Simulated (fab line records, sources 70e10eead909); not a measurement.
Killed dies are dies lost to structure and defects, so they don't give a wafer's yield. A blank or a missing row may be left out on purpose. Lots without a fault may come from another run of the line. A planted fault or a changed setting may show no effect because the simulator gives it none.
Chamber matching | flow nand_harc | NHARC_A_SGD_CUT_CMP_21 on cmp-04: 4 sister chambers
The step polishes, target thk 148.19 nm. 4 wafers are shown with their chamber, then 10 later ones without.

WAFERS WITH THEIR CHAMBER
wafer  | chamber | motor_current_A (A)
L087.4 | 2       | 9.4
L087.5 | 1       | 12.5
L089.1 | 0       | 11.2
L089.2 | 3       | 11.7

WAFERS WITHOUT THEIR CHAMBER
wafer  | motor_current_A (A)
L089.5 | 9.8
L091.1 | 11.2
L091.4 | 12.6
L091.6 | 12.3
L095.2 | 12.3
L095.4 | 12.2
L095.5 | 12.3
L097.2 | 11.5
L097.3 | 9.5
L097.5 | 12.2

WHICH CHAMBER EACH WENT THROUGH
wafer  | from the rows above     | in truth
L089.5 | 2                       | 2
L091.1 | 0                       | 0
L091.4 | 1                       | 1
L091.6 | can't be placed: 1 or 3 | 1
L095.2 | can't be placed: 1 or 3 | 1
L095.4 | can't be placed: 1 or 3 | 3
L095.5 | can't be placed: 1 or 3 | 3
L097.2 | can't be placed: 3 or 0 | 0
L097.3 | 2                       | 2
L097.5 | can't be placed: 1 or 3 | 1
Placed correctly: 4 of 10. Can't be placed from these rows: 6 (the true chamber is among the candidates in 6). Placed wrongly: 0.
How it was worked out, from the rows above alone: a wafer's distance from a chamber is the root of the sum, over the readings, of the square of ((its reading less the chamber's mean) divided by the reading's scatter). The wafer belongs to the nearest chamber; if the next one is less than 2 further off, it can't be placed. A chamber's mean is the mean of its shown wafers. The scatter: with one shown wafer a chamber, the root of the mean of the squares of how far each hidden wafer lies from its nearest shown one.
